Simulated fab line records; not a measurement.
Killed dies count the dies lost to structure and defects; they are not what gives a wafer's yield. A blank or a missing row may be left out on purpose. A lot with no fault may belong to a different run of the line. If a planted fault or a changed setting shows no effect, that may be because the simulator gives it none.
fab line records :: flow nand-harc :: part 2 of 2: steps 33 to 37 of 37
record:
  lots: 5
  wafers: 15
  last-day: 33
route steps=1302 shown A_STAIRCASE@749
lots untouched by any fault: they come from a run of this same line in which no faults occurred
start-h: the number of hours between the record's first day and the start of the first shown wafer of the lot :: wait-h: how many hours have passed since the lot's step before this one :: " repeats the value in the row above :: L1.1+2: one row covering several wafers at once :: - no value, or no start given :: * or withheld: withheld :: < > ~ a bound
route shown NAME@n: a module of which the file shows steps, and the number in the route of the first :: usual: mean/standard deviation of fault-free wafers :: same: alike in all rows :: chamber/n: place in a boat :: sites: readings site by site :: _std_site: how widely they spread, as a standard deviation :: _edge_site: the outer-site mean with the inner-site mean subtracted :: radius-mm: how far each site lies from the wafer's centre :: mask NAME#n: copy n :: behind: the most recent tool/chamber to have shaped the wafer :: hold: the reason the lot was held/the length of the hold in hours/how it ended :: device: names the non-switching transistor (n, p or np) :: end of line: tests run on the same wafers once the route is complete :: for a step that has no rows: nothing shown but its recipe :: killed: the dies lost at the first sort to structure and to defects; this is not the yield of the wafer :: map: a wafer's dies, x killed, . not, _ none there
set.NAME: the setting the step ran with; set.NAME@STEP: the setting that earlier step ran with :: model.NAME: the simulator's own value behind a step, which no gauge read
lots at selected steps of the route; one table per step, one row per wafer
services: when a tool's chamber went out of use (start-h, in hours from the record's first day, below 0 if earlier), for how many hours, and the reason
== steps ==
step: NHARC_A_STAIRCASE_DESCUM_270
recipe:
  time-s: 3
  o2-flow-sccm: 200
  ar-flow-sccm: 0
  bias-power-w: 0
  chemistry: O2
usual:
  drypump-motor-current-A: 5.6/0.33
  oes-product-au: 0.999/0.008
  rf-vpp-V: 58.0/0.92
  showerhead-plenum-p-Torr: 1.93/0.082
  throttle-valve-pct: 11.312/0.0095
lot.wafer: L080.2
tool: rie-diel-04
chamber: 3
start-h: 423.21
wait-h: -
drypump-motor-current-A: 5.3
oes-product-au: 0.995
rf-hours-counter-h: 16
rf-vpp-V: 57.0
showerhead-plenum-p-Torr: 1.97
throttle-valve-pct: 11.299

lot.wafer: L080.3
tool: rie-diel-04
chamber: 0
start-h: 423.21
wait-h: -
drypump-motor-current-A: 5.8
oes-product-au: 0.992
rf-hours-counter-h: 18
rf-vpp-V: 59.1
showerhead-plenum-p-Torr: 1.91
throttle-valve-pct: 11.331

lot.wafer: L080.6
tool: rie-diel-04
chamber: 3
start-h: 423.21
wait-h: -
drypump-motor-current-A: 5.3
oes-product-au: 0.998
rf-hours-counter-h: -
rf-vpp-V: 57.8
showerhead-plenum-p-Torr: 1.97
throttle-valve-pct: 11.299

lot.wafer: L081.3
tool: rie-diel-04
chamber: 0
start-h: 440.42
wait-h: -
drypump-motor-current-A: 5.8
oes-product-au: 0.991
rf-hours-counter-h: 23
rf-vpp-V: 58.8
showerhead-plenum-p-Torr: 1.91
throttle-valve-pct: 11.299

lot.wafer: L081.5
tool: rie-diel-04
chamber: 0
start-h: 440.42
wait-h: -
drypump-motor-current-A: 5.8
oes-product-au: 1.016
rf-hours-counter-h: -
rf-vpp-V: 57.9
showerhead-plenum-p-Torr: 1.91
throttle-valve-pct: 11.317

lot.wafer: L081.6
tool: rie-diel-04
chamber: 1
start-h: 440.42
wait-h: -
drypump-motor-current-A: 4.8
oes-product-au: 1.014
rf-hours-counter-h: -
rf-vpp-V: 58.7
showerhead-plenum-p-Torr: 1.82
throttle-valve-pct: 11.293

lot.wafer: L089.4
tool: rie-diel-07
chamber: 0
start-h: 507.17
wait-h: -
drypump-motor-current-A: 5.8
oes-product-au: 0.991
rf-hours-counter-h: 8
rf-vpp-V: 59.2
showerhead-plenum-p-Torr: 1.98
throttle-valve-pct: 11.309

lot.wafer: L089.1
tool: rie-diel-07
chamber: 2
start-h: 507.17
wait-h: -
drypump-motor-current-A: 5.6
oes-product-au: 0.996
rf-hours-counter-h: 9
rf-vpp-V: 58.4
showerhead-plenum-p-Torr: 1.89
throttle-valve-pct: 11.315

lot.wafer: L089.6
tool: rie-diel-07
chamber: 0
start-h: 507.17
wait-h: -
drypump-motor-current-A: 5.8
oes-product-au: 0.988
rf-hours-counter-h: -
rf-vpp-V: 57.8
showerhead-plenum-p-Torr: 1.98
throttle-valve-pct: 11.308

lot.wafer: L095.3
tool: rie-diel-08
chamber: 1
start-h: 583.32
wait-h: -
drypump-motor-current-A: 6.0
oes-product-au: 0.995
rf-hours-counter-h: 11
rf-vpp-V: 57.6
showerhead-plenum-p-Torr: 2.05
throttle-valve-pct: 11.311

lot.wafer: L095.4
tool: rie-diel-08
chamber: 3
start-h: 583.32
wait-h: -
drypump-motor-current-A: 5.7
oes-product-au: 0.992
rf-hours-counter-h: 8
rf-vpp-V: 59.2
showerhead-plenum-p-Torr: 1.85
throttle-valve-pct: 11.302

lot.wafer: L095.5
tool: rie-diel-08
chamber: 1
start-h: 583.32
wait-h: -
drypump-motor-current-A: 6.0
oes-product-au: 0.990
rf-hours-counter-h: -
rf-vpp-V: 60.6
showerhead-plenum-p-Torr: 2.05
throttle-valve-pct: 11.321

lot.wafer: L097.3
tool: rie-diel-04
chamber: 1
start-h: 600.41
wait-h: -
drypump-motor-current-A: 4.8
oes-product-au: 1.017
rf-hours-counter-h: 21
rf-vpp-V: 57.6
showerhead-plenum-p-Torr: 1.80
throttle-valve-pct: 11.329

lot.wafer: L097.4
tool: rie-diel-04
chamber: 2
start-h: 600.41
wait-h: -
drypump-motor-current-A: 5.8
oes-product-au: 1.007
rf-hours-counter-h: 18
rf-vpp-V: 59.3
showerhead-plenum-p-Torr: 2.02
throttle-valve-pct: 11.302

lot.wafer: L097.6
tool: rie-diel-04
chamber: 1
start-h: 600.41
wait-h: -
drypump-motor-current-A: 4.8
oes-product-au: 1.009
rf-hours-counter-h: -
rf-vpp-V: 57.9
showerhead-plenum-p-Torr: 1.80
throttle-valve-pct: 11.316
step: NHARC_A_STAIRCASE_ETCH_271
recipe:
  cf4-flow-sccm: 100
  chf3-flow-sccm: 30
  ar-flow-sccm: 0
  rf-w: 500
  bias-w: 200
  chemistry: CF4/CHF3
usual:
  cf4-flow-sccm: 99.97/0.29
  drypump-motor-current-A: 5.6/0.31
  oes-product-au: 0.944/0.021
  rf-fwd-power-W: 496.5/1.8
  rf-vpp-V: 371.0/2.2
  showerhead-plenum-p-Torr: 1.58/0.062
  throttle-valve-pct: 16.801/0.0092
lot.wafer: L080.3
tool: rie-diel-04
chamber: 2
start-h: 423.29
wait-h: 0.1
cf4-flow-sccm: 99.90
drypump-motor-current-A: 5.8
oes-product-au: 0.932
rf-fwd-power-W: 496.7
rf-hours-counter-h: 14
rf-vpp-V: 374.1
showerhead-plenum-p-Torr: 1.67
throttle-valve-pct: 16.800

lot.wafer: L080.2
tool: rie-diel-04
chamber: 0
start-h: 423.29
wait-h: 0.1
cf4-flow-sccm: 99.94
drypump-motor-current-A: 5.8
oes-product-au: 0.912
rf-fwd-power-W: 496.4
rf-hours-counter-h: 18
rf-vpp-V: 370.5
showerhead-plenum-p-Torr: 1.57
throttle-valve-pct: 16.810

lot.wafer: L080.6
tool: rie-diel-04
chamber: 3
start-h: 423.29
wait-h: 0.1
cf4-flow-sccm: 100.12
drypump-motor-current-A: 5.3
oes-product-au: 0.931
rf-fwd-power-W: 499.9
rf-hours-counter-h: -
rf-vpp-V: 371.8
showerhead-plenum-p-Torr: 1.62
throttle-valve-pct: 16.814

lot.wafer: L081.3
tool: rie-diel-04
chamber: 0
start-h: 440.53
wait-h: 0.1
cf4-flow-sccm: 99.95
drypump-motor-current-A: 5.8
oes-product-au: 0.914
rf-fwd-power-W: 494.5
rf-hours-counter-h: 23
rf-vpp-V: 370.8
showerhead-plenum-p-Torr: 1.57
throttle-valve-pct: 16.804

lot.wafer: L081.5
tool: rie-diel-04
chamber: 3
start-h: 440.53
wait-h: 0.1
cf4-flow-sccm: 99.63
drypump-motor-current-A: 5.3
oes-product-au: 0.919
rf-fwd-power-W: 498.1
rf-hours-counter-h: -
rf-vpp-V: 372.3
showerhead-plenum-p-Torr: 1.62
throttle-valve-pct: 16.793

lot.wafer: L081.6
tool: rie-diel-04
chamber: 0
start-h: 440.53
wait-h: 0.1
cf4-flow-sccm: 100.07
drypump-motor-current-A: 5.8
oes-product-au: 0.930
rf-fwd-power-W: 497.3
rf-hours-counter-h: -
rf-vpp-V: 368.7
showerhead-plenum-p-Torr: 1.57
throttle-valve-pct: 16.803

lot.wafer: L089.4
tool: rie-diel-07
chamber: 3
start-h: 507.24
wait-h: 0.1
cf4-flow-sccm: 100.41
drypump-motor-current-A: 6.0
oes-product-au: 0.924
rf-fwd-power-W: 496.1
rf-hours-counter-h: 7
rf-vpp-V: 371.5
showerhead-plenum-p-Torr: 1.60
throttle-valve-pct: 16.784

lot.wafer: L089.1
tool: rie-diel-07
chamber: 2
start-h: 507.24
wait-h: 0.1
cf4-flow-sccm: 99.98
drypump-motor-current-A: 5.6
oes-product-au: 0.922
rf-fwd-power-W: 496.6
rf-hours-counter-h: 9
rf-vpp-V: 369.6
showerhead-plenum-p-Torr: 1.56
throttle-valve-pct: 16.794

lot.wafer: L089.6
tool: rie-diel-07
chamber: 3
start-h: 507.24
wait-h: 0.1
cf4-flow-sccm: 100.43
drypump-motor-current-A: 6.0
oes-product-au: 0.923
rf-fwd-power-W: 493.9
rf-hours-counter-h: -
rf-vpp-V: 369.6
showerhead-plenum-p-Torr: 1.60
throttle-valve-pct: 16.814

lot.wafer: L095.4
tool: rie-diel-08
chamber: 3
start-h: 583.41
wait-h: 0.1
cf4-flow-sccm: 99.91
drypump-motor-current-A: 5.7
oes-product-au: 0.924
rf-fwd-power-W: 499.4
rf-hours-counter-h: 8
rf-vpp-V: 368.9
showerhead-plenum-p-Torr: 1.52
throttle-valve-pct: 16.794

lot.wafer: L095.3
tool: rie-diel-08
chamber: 1
start-h: 583.41
wait-h: 0.1
cf4-flow-sccm: 100.12
drypump-motor-current-A: 6.0
oes-product-au: 0.924
rf-fwd-power-W: 495.9
rf-hours-counter-h: 11
rf-vpp-V: 373.5
showerhead-plenum-p-Torr: 1.68
throttle-valve-pct: 16.796

lot.wafer: L095.5
tool: rie-diel-08
chamber: 2
start-h: 583.41
wait-h: 0.1
cf4-flow-sccm: 100.74
drypump-motor-current-A: 5.5
oes-product-au: 0.932
rf-fwd-power-W: 497.4
rf-hours-counter-h: -
rf-vpp-V: 369.9
showerhead-plenum-p-Torr: 1.50
throttle-valve-pct: 16.791

lot.wafer: L097.3
tool: rie-diel-04
chamber: 1
start-h: 600.51
wait-h: 0.1
cf4-flow-sccm: 100.00
drypump-motor-current-A: 4.8
oes-product-au: 0.933
rf-fwd-power-W: 497.5
rf-hours-counter-h: 21
rf-vpp-V: 368.4
showerhead-plenum-p-Torr: 1.49
throttle-valve-pct: 16.796

lot.wafer: L097.4
tool: rie-diel-04
chamber: 2
start-h: 600.51
wait-h: 0.1
cf4-flow-sccm: 99.80
drypump-motor-current-A: 5.8
oes-product-au: 0.924
rf-fwd-power-W: 495.3
rf-hours-counter-h: 18
rf-vpp-V: 372.1
showerhead-plenum-p-Torr: 1.66
throttle-valve-pct: 16.804

lot.wafer: L097.6
tool: rie-diel-04
chamber: 3
start-h: 600.51
wait-h: 0.1
cf4-flow-sccm: 99.92
drypump-motor-current-A: 5.2
oes-product-au: 0.929
rf-fwd-power-W: 495.7
rf-hours-counter-h: -
rf-vpp-V: 371.1
showerhead-plenum-p-Torr: 1.61
throttle-valve-pct: 16.803
step: NHARC_A_STAIRCASE_HM_OPEN_457
recipe:
  o2-flow-sccm: 400
  cos-flow-sccm: 20
  ar-flow-sccm: 0
  rf-w: 500
  bias-w: 300
  chemistry: O2/COS
usual:
  drypump-motor-current-A: 5.6/0.31
  oes-product-au: 1.000/0.0073
  rf-fwd-power-W: 499.1/1.5
  rf-vpp-V: 467.6/2.7
  showerhead-plenum-p-Torr: 3.14/0.12
  throttle-valve-pct: 28.330/0.0097
lot.wafer: L080.2
tool: rie-diel-04
chamber: 1
start-h: -
wait-h: -
drypump-motor-current-A: 4.8
oes-product-au: 1.015
rf-fwd-power-W: 499.0
rf-hours-counter-h: 16
rf-vpp-V: 465.0
showerhead-plenum-p-Torr: 2.98
throttle-valve-pct: 28.338

lot.wafer: L080.3
tool: rie-diel-04
chamber: 2
start-h: -
wait-h: -
drypump-motor-current-A: 5.8
oes-product-au: 1.011
rf-fwd-power-W: 499.7
rf-hours-counter-h: 14
rf-vpp-V: 470.8
showerhead-plenum-p-Torr: 3.32
throttle-valve-pct: 28.333

lot.wafer: L080.6
tool: rie-diel-04
chamber: 1
start-h: -
wait-h: -
drypump-motor-current-A: 4.8
oes-product-au: 1.018
rf-fwd-power-W: 497.8
rf-hours-counter-h: -
rf-vpp-V: 464.9
showerhead-plenum-p-Torr: 2.98
throttle-valve-pct: 28.347

lot.wafer: L081.3
tool: rie-diel-04
chamber: 2
start-h: -
wait-h: -
drypump-motor-current-A: 5.8
oes-product-au: 0.999
rf-fwd-power-W: 499.4
rf-hours-counter-h: 20
rf-vpp-V: 471.6
showerhead-plenum-p-Torr: 3.31
throttle-valve-pct: 28.320

lot.wafer: L081.5
tool: rie-diel-04
chamber: 3
start-h: -
wait-h: -
drypump-motor-current-A: 5.3
oes-product-au: 1.006
rf-fwd-power-W: 499.7
rf-hours-counter-h: -
rf-vpp-V: 468.0
showerhead-plenum-p-Torr: 3.21
throttle-valve-pct: 28.341

lot.wafer: L081.6
tool: rie-diel-04
chamber: 0
start-h: -
wait-h: -
drypump-motor-current-A: 5.9
oes-product-au: 0.989
rf-fwd-power-W: 500.2
rf-hours-counter-h: -
rf-vpp-V: 466.9
showerhead-plenum-p-Torr: 3.12
throttle-valve-pct: 28.324

lot.wafer: L089.4
tool: rie-diel-07
chamber: 2
start-h: -
wait-h: -
drypump-motor-current-A: 5.6
oes-product-au: 0.997
rf-fwd-power-W: 500.8
rf-hours-counter-h: 9
rf-vpp-V: 465.7
showerhead-plenum-p-Torr: 3.09
throttle-valve-pct: 28.335

lot.wafer: L089.1
tool: rie-diel-07
chamber: 3
start-h: -
wait-h: -
drypump-motor-current-A: 6.0
oes-product-au: 1.007
rf-fwd-power-W: 496.2
rf-hours-counter-h: 7
rf-vpp-V: 468.0
showerhead-plenum-p-Torr: 3.16
throttle-valve-pct: 28.328

lot.wafer: L089.6
tool: rie-diel-07
chamber: 0
start-h: -
wait-h: -
drypump-motor-current-A: 5.8
oes-product-au: 1.000
rf-fwd-power-W: 499.1
rf-hours-counter-h: -
rf-vpp-V: 470.3
showerhead-plenum-p-Torr: 3.23
throttle-valve-pct: 28.330

lot.wafer: L095.3
tool: rie-diel-08
chamber: 1
start-h: -
wait-h: -
drypump-motor-current-A: 6.0
oes-product-au: 0.997
rf-fwd-power-W: 496.2
rf-hours-counter-h: 11
rf-vpp-V: 470.9
showerhead-plenum-p-Torr: 3.34
throttle-valve-pct: 28.329

lot.wafer: L095.4
tool: rie-diel-08
chamber: 2
start-h: -
wait-h: -
drypump-motor-current-A: 5.5
oes-product-au: 1.003
rf-fwd-power-W: 499.3
rf-hours-counter-h: 8
rf-vpp-V: 463.8
showerhead-plenum-p-Torr: 2.97
throttle-valve-pct: 28.361

lot.wafer: L095.5
tool: rie-diel-08
chamber: 0
start-h: -
wait-h: -
drypump-motor-current-A: 5.3
oes-product-au: 1.008
rf-fwd-power-W: 496.0
rf-hours-counter-h: -
rf-vpp-V: 470.8
showerhead-plenum-p-Torr: 3.27
throttle-valve-pct: 28.322

lot.wafer: L097.4
tool: rie-diel-04
chamber: 2
start-h: -
wait-h: -
drypump-motor-current-A: 5.8
oes-product-au: 0.995
rf-fwd-power-W: 499.1
rf-hours-counter-h: 18
rf-vpp-V: 471.0
showerhead-plenum-p-Torr: 3.29
throttle-valve-pct: 28.336

lot.wafer: L097.3
tool: rie-diel-04
chamber: 0
start-h: -
wait-h: -
drypump-motor-current-A: 5.8
oes-product-au: 0.990
rf-fwd-power-W: 501.0
rf-hours-counter-h: 23
rf-vpp-V: 465.0
showerhead-plenum-p-Torr: 3.09
throttle-valve-pct: 28.355

lot.wafer: L097.6
tool: rie-diel-04
chamber: 3
start-h: -
wait-h: -
drypump-motor-current-A: 5.3
oes-product-au: 1.016
rf-fwd-power-W: 497.8
rf-hours-counter-h: -
rf-vpp-V: 469.3
showerhead-plenum-p-Torr: 3.19
throttle-valve-pct: 28.327
step: NHARC_A_STAIRCASE_STRIP_458
recipe:
  o2-flow-sccm: 400
  cos-flow-sccm: 20
  ar-flow-sccm: 0
  bias-w: 0
  chemistry: O2/COS
lot.wafer: L080.2+3+6
tool: rie-diel-04
chamber: 3,0,2
start-h: -
wait-h: -

lot.wafer: L081.3+6+5
tool: rie-diel-04
chamber: 1,2,3
start-h: -
wait-h: -

lot.wafer: L089.4+1+6
tool: rie-diel-07
chamber: 2,3,1
start-h: -
wait-h: -

lot.wafer: L095.3+4+5
tool: rie-diel-08
chamber: 2,0,1
start-h: -
wait-h: -

lot.wafer: L097.3+4+6
tool: rie-diel-04
chamber: 2,0,1
start-h: -
wait-h: -
step: NHARC_A_STAIRCASE_ETCH_451
recipe:
  target-depth-a: 300
  overetch-a: 30
  time-s: 16.5
  ion-energy-ev: 100
  cf4-flow-sccm: 80
  o2-flow-sccm: 20
  ar-flow-sccm: 0
  rf-w: 300
  bias-w: 100
  chemistry: CF4/O2
usual:
  cf4-flow-sccm: 80.00/0.24
  drypump-motor-current-A: 5.6/0.33
  oes-product-au: 0.999/0.0077
  rf-fwd-power-W: 293.8/1.7
  rf-vpp-V: 197.9/1.4
  showerhead-plenum-p-Torr: 1.34/0.056
  throttle-valve-pct: 13.397/0.0094
lot.wafer: L080.2
tool: rie-diel-04
chamber: 3
start-h: -
wait-h: -
cf4-flow-sccm: 80.30
drypump-motor-current-A: 5.3
oes-product-au: 0.997
rf-fwd-power-W: 296.6
rf-hours-counter-h: 16
rf-vpp-V: 198.8
showerhead-plenum-p-Torr: 1.37
throttle-valve-pct: 13.374

lot.wafer: L080.3
tool: rie-diel-04
chamber: 0
start-h: -
wait-h: -
cf4-flow-sccm: 80.02
drypump-motor-current-A: 5.8
oes-product-au: 0.995
rf-fwd-power-W: 293.0
rf-hours-counter-h: 18
rf-vpp-V: 198.4
showerhead-plenum-p-Torr: 1.33
throttle-valve-pct: 13.403

lot.wafer: L080.6
tool: rie-diel-04
chamber: 3
start-h: -
wait-h: -
cf4-flow-sccm: 79.98
drypump-motor-current-A: 5.3
oes-product-au: 1.005
rf-fwd-power-W: 296.1
rf-hours-counter-h: -
rf-vpp-V: 200.4
showerhead-plenum-p-Torr: 1.37
throttle-valve-pct: 13.396

lot.wafer: L081.3
tool: rie-diel-04
chamber: 3
start-h: -
wait-h: -
cf4-flow-sccm: 79.76
drypump-motor-current-A: 5.3
oes-product-au: 0.997
rf-fwd-power-W: 294.8
rf-hours-counter-h: 22
rf-vpp-V: 197.5
showerhead-plenum-p-Torr: 1.37
throttle-valve-pct: 13.407

lot.wafer: L081.5
tool: rie-diel-04
chamber: 0
start-h: -
wait-h: -
cf4-flow-sccm: 80.26
drypump-motor-current-A: 5.8
oes-product-au: 0.980
rf-fwd-power-W: 294.0
rf-hours-counter-h: -
rf-vpp-V: 198.4
showerhead-plenum-p-Torr: 1.33
throttle-valve-pct: 13.399

lot.wafer: L081.6
tool: rie-diel-04
chamber: 1
start-h: -
wait-h: -
cf4-flow-sccm: 79.99
drypump-motor-current-A: 4.8
oes-product-au: 1.002
rf-fwd-power-W: 294.9
rf-hours-counter-h: -
rf-vpp-V: 196.7
showerhead-plenum-p-Torr: 1.27
throttle-valve-pct: 13.389

lot.wafer: L089.1
tool: rie-diel-07
chamber: 2
start-h: -
wait-h: -
cf4-flow-sccm: 80.06
drypump-motor-current-A: 5.6
oes-product-au: 0.996
rf-fwd-power-W: 292.9
rf-hours-counter-h: 9
rf-vpp-V: 196.4
showerhead-plenum-p-Torr: 1.32
throttle-valve-pct: 13.403

lot.wafer: L089.4
tool: rie-diel-07
chamber: 3
start-h: -
wait-h: -
cf4-flow-sccm: 79.38
drypump-motor-current-A: 6.0
oes-product-au: 0.998
rf-fwd-power-W: 292.8
rf-hours-counter-h: 7
rf-vpp-V: 198.6
showerhead-plenum-p-Torr: 1.35
throttle-valve-pct: 13.389

lot.wafer: L089.6
tool: rie-diel-07
chamber: 2
start-h: -
wait-h: -
cf4-flow-sccm: 80.24
drypump-motor-current-A: 5.6
oes-product-au: 0.998
rf-fwd-power-W: 293.8
rf-hours-counter-h: -
rf-vpp-V: 198.3
showerhead-plenum-p-Torr: 1.32
throttle-valve-pct: 13.394

lot.wafer: L095.3
tool: rie-diel-08
chamber: 2
start-h: -
wait-h: -
cf4-flow-sccm: 79.82
drypump-motor-current-A: 5.4
oes-product-au: 1.003
rf-fwd-power-W: 293.4
rf-hours-counter-h: 8
rf-vpp-V: 196.5
showerhead-plenum-p-Torr: 1.27
throttle-valve-pct: 13.406

lot.wafer: L095.4
tool: rie-diel-08
chamber: 0
start-h: -
wait-h: -
cf4-flow-sccm: 80.12
drypump-motor-current-A: 5.3
oes-product-au: 0.997
rf-fwd-power-W: 293.3
rf-hours-counter-h: 10
rf-vpp-V: 199.4
showerhead-plenum-p-Torr: 1.40
throttle-valve-pct: 13.397

lot.wafer: L095.5
tool: rie-diel-08
chamber: 3
start-h: -
wait-h: -
cf4-flow-sccm: 80.07
drypump-motor-current-A: 5.7
oes-product-au: 1.000
rf-fwd-power-W: 298.5
rf-hours-counter-h: -
rf-vpp-V: 195.8
showerhead-plenum-p-Torr: 1.29
throttle-valve-pct: 13.398

lot.wafer: L097.4
tool: rie-diel-04
chamber: 0
start-h: -
wait-h: -
cf4-flow-sccm: 79.46
drypump-motor-current-A: 5.8
oes-product-au: 0.995
rf-fwd-power-W: 295.2
rf-hours-counter-h: 23
rf-vpp-V: 197.8
showerhead-plenum-p-Torr: 1.32
throttle-valve-pct: 13.403

lot.wafer: L097.3
tool: rie-diel-04
chamber: 2
start-h: -
wait-h: -
cf4-flow-sccm: 80.22
drypump-motor-current-A: 5.8
oes-product-au: 0.997
rf-fwd-power-W: 293.0
rf-hours-counter-h: 18
rf-vpp-V: 199.7
showerhead-plenum-p-Torr: 1.41
throttle-valve-pct: 13.397

lot.wafer: L097.6
tool: rie-diel-04
chamber: 0
start-h: -
wait-h: -
cf4-flow-sccm: 80.10
drypump-motor-current-A: 5.8
oes-product-au: 0.999
rf-fwd-power-W: 293.7
rf-hours-counter-h: -
rf-vpp-V: 198.3
showerhead-plenum-p-Torr: 1.32
throttle-valve-pct: 13.404
== services ==
tool: krf-scanner-03
chamber: -
start-h: 396.03
hours: 4.0
kind: pm

tool: litho-track-02
chamber: -
start-h: 402.00
hours: 7.0
kind: pm

tool: rie-diel-08
chamber: 2
start-h: 409.45
hours: 4.7
kind: repair

tool: wet-bench-06
chamber: -
start-h: 410.01
hours: 5.6
kind: repair

tool: krf-scanner-04
chamber: -
start-h: 415.31
hours: 1.1
kind: repair

tool: litho-track-07
chamber: -
start-h: 426.00
hours: 7.0
kind: pm

tool: plasma-asher-02
chamber: -
start-h: 426.29
hours: 9.0
kind: pm

tool: krf-scanner-02
chamber: -
start-h: 438.00
hours: 4.0
kind: pm

tool: rie-diel-07
chamber: 1
start-h: 459.92
hours: 9.0
kind: repair

tool: rie-diel-07
chamber: -
start-h: 471.62
hours: 9.0
kind: pm

tool: litho-track-05
chamber: -
start-h: 474.03
hours: 7.0
kind: pm

tool: krf-scanner-02
chamber: -
start-h: 478.07
hours: 1.0
kind: repair

tool: acl-dep-03
chamber: -
start-h: 481.86
hours: 13.0
kind: pm

tool: krf-scanner-02
chamber: -
start-h: 494.40
hours: 0.3
kind: repair

tool: wet-bench-07
chamber: -
start-h: 512.00
hours: 8.0
kind: pm

tool: plasma-asher-01
chamber: -
start-h: 519.00
hours: 9.0
kind: pm

tool: plasma-asher-02
chamber: -
start-h: 519.02
hours: 5.1
kind: repair

tool: krf-scanner-04
chamber: -
start-h: 526.00
hours: 4.0
kind: pm

tool: rie-diel-04
chamber: -
start-h: 533.20
hours: 9.0
kind: pm

tool: rie-diel-08
chamber: -
start-h: 544.93
hours: 9.0
kind: pm

tool: wet-bench-06
chamber: -
start-h: 545.60
hours: 8.0
kind: pm

tool: rie-diel-04
chamber: 2
start-h: 556.72
hours: 1.8
kind: repair

tool: litho-track-02
chamber: -
start-h: 577.00
hours: 7.0
kind: pm

tool: rie-diel-08
chamber: 0
start-h: 589.91
hours: 4.2
kind: repair
